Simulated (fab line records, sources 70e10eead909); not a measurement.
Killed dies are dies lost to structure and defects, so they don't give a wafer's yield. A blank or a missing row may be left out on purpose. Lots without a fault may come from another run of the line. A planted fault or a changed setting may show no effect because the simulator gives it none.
Chamber matching | flow nand_harc | NHARC_P_M1_DEP_33 on pecvd-03: 3 sister chambers
The step deposits SiCN, target thk 30 nm. 3 wafers are shown with their chamber, then 12 later ones without.

WAFERS WITH THEIR CHAMBER
wafer  | chamber | heater_power_w (W)
L090.5 | 2       | 501
L093.5 | 0       | 488
L093.6 | 1       | 515

WAFERS WITHOUT THEIR CHAMBER
wafer  | heater_power_w (W)
L094.3 | 594
L094.4 | 574
L094.6 | 583
L095.2 | 521
L095.4 | 511
L095.6 | 596
L096.3 | 628
L096.4 | 575
L096.6 | 618
L097.2 | 546
L097.3 | 564
L097.5 | 561

WHICH CHAMBER EACH WENT THROUGH
wafer  | from the rows above          | in truth
L094.3 | can't be placed: 1 or 2 or 0 | 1
L094.4 | can't be placed: 1 or 2 or 0 | 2
L094.6 | can't be placed: 1 or 2 or 0 | 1
L095.2 | can't be placed: 1 or 2 or 0 | 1
L095.4 | can't be placed: 1 or 2 or 0 | 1
L095.6 | can't be placed: 1 or 2 or 0 | 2
L096.3 | can't be placed: 1 or 2 or 0 | 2
L096.4 | can't be placed: 1 or 2 or 0 | 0
L096.6 | can't be placed: 1 or 2 or 0 | 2
L097.2 | can't be placed: 1 or 2 or 0 | 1
L097.3 | can't be placed: 1 or 2 or 0 | 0
L097.5 | can't be placed: 1 or 2 or 0 | 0
Placed correctly: 0 of 12. Can't be placed from these rows: 12 (the true chamber is among the candidates in 12). Placed wrongly: 0.
How it was worked out, from the rows above alone: a wafer's distance from a chamber is the root of the sum, over the readings, of the square of ((its reading less the chamber's mean) divided by the reading's scatter). The wafer belongs to the nearest chamber; if the next one is less than 2 further off, it can't be placed. A chamber's mean is the mean of its shown wafers. The scatter: with one shown wafer a chamber, the root of the mean of the squares of how far each hidden wafer lies from its nearest shown one.
